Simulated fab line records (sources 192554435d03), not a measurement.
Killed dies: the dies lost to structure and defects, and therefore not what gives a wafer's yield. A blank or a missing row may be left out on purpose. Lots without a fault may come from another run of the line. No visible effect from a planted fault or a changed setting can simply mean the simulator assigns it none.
Matching of chambers -- flow n5-finfet -- ald-metal-03 running N5_BEOL_M0_ALD_136: 4 sister chambers
The step deposits TaN, pulse time 2 s, purge time 3 s, co reactant purge time 2 s. 8 wafers are shown with their chamber, then 10 later ones without.

== WAFERS WITH THEIR CHAMBER ==
wafer,chamber,heater-power-w (W)
L087.6,2,398
L092.2,3,464
L092.6,1,400
L093.1,3,462
L093.3,0,510
L093.6,2,396
L094.1,1,403
L094.3,0,511

== WAFERS WITH NO CHAMBER GIVEN ==
wafer,heater-power-w (W)
L094.4,458
L095.1,493
L095.2,452
L095.5,395
L097.2,412
L097.5,463
L097.6,504
L096.1,458
L096.5,456
L096.6,522

== CHAMBER TAKEN BY EACH ==
wafer,from the rows above,in truth
L094.4,3,3
L095.1,0,0
L095.2,3,3
L095.5,2,2
L097.2,1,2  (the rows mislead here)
L097.5,3,3
L097.6,0,0
L096.1,3,3
L096.5,3,3
L096.6,0,0
9 of 10 placed correctly. Number that these rows cannot place: 0. 1 placed wrongly.
How it was worked out, from the rows above alone: a wafer's distance from a chamber is the root of the sum, over the readings, of the square of ((its reading less the chamber's mean) divided by the reading's scatter). The wafer belongs to the nearest chamber; if the next one is less than 2 further off, it can't be placed. The mean given for a chamber averages the wafers shown for that chamber. The scatter: take each reading less its chamber's mean, square it, sum over the shown wafers, divide by the number of wafers less the number of chambers, and take the root.
